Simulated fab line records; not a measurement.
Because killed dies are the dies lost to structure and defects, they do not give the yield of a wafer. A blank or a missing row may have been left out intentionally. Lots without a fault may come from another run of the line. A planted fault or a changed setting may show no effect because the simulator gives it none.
Matching of chambers -- flow nand-harc -- NHARC_A_STAIRCASE_DESCUM_312 on rie-diel-08 has 4 sister chambers
The step chemistry O2, time 3 s. 22 wafers are shown with their chamber, then 11 later ones without.

WAFERS WITH THEIR CHAMBER
wafer,chamber,drypump-motor-current-A (A),showerhead-plenum-p-Torr (Torr),oes-product-au (a.u.)
L074.1,3,5.6,1.87,1.010
L074.5,3,5.7,1.87,0.998
L074.6,0,6.0,2.00,0.994
L077.1,0,6.0,2.00,0.999
L077.5,0,6.0,2.00,1.005
L077.6,1,5.2,1.97,0.991
L081.1,2,5.6,1.82,0.999
L081.5,3,5.6,1.86,1.001
L081.6,0,6.0,1.99,1.007
L086.2,1,5.2,1.96,0.981
L086.5,2,5.6,1.82,0.989
L086.6,3,5.7,1.86,0.989
L085.2,0,6.0,1.99,0.998
L085.4,1,5.2,1.96,0.999
L085.6,1,5.2,1.96,0.997
L090.1,3,5.7,1.85,1.003
L090.5,0,6.0,1.99,0.994
L090.6,3,5.7,1.85,1.001
L095.1,0,6.0,1.99,0.998
L095.5,3,5.7,1.85,0.982
L095.6,2,5.6,1.81,0.993
L093.1,2,5.6,1.81,0.993

SIGNATURES (averages over the wafers above)
reading,chamber 0,chamber 1,chamber 2,chamber 3,scatter within a chamber
drypump-motor-current-A,6.000,5.200,5.600,5.671,0.0282
showerhead-plenum-p-Torr,1.9943,1.9625,1.8150,1.8586,0.0068
oes-product-au,0.99929,0.99200,0.99350,0.99771,0.00716
Rule: for a wafer and a chamber, the distance is found by dividing, reading by reading, the gap between the wafer's reading and the chamber's mean by the reading's scatter, squaring, summing and taking the root. If the next closest chamber is less than 2 further off than the closest, the wafer can't be placed; otherwise it belongs to the closest. The scatter: the root of (the sum of the squares of (reading less its chamber's mean) over the shown wafers, divided by (wafers less chambers)).

WAFERS WITHOUT THEIR CHAMBER
wafer,drypump-motor-current-A (A),showerhead-plenum-p-Torr (Torr),oes-product-au (a.u.)
L093.2,5.2,1.95,0.996
L093.4,5.7,1.85,0.994
L092.1,5.6,1.81,0.997
L092.5,5.2,1.95,0.999
L092.6,6.0,1.99,0.999
L096.3,5.6,1.81,0.995
L096.4,5.2,1.95,1.004
L096.6,6.0,1.98,1.001
L097.3,5.7,1.85,1.001
L097.5,5.6,1.81,0.990
L097.6,5.7,1.85,0.999

THE CHAMBER EACH PASSED THROUGH
wafer,from the rows above,in truth
L093.2,1,1
L093.4,3,3
L092.1,2,2
L092.5,1,1
L092.6,0,0
L096.3,2,2
L096.4,1,1
L096.6,0,0
L097.3,3,3
L097.5,2,2
L097.6,3,3
11 of 11 placed correctly. Not placeable from these rows: 0. 0 placed wrongly.
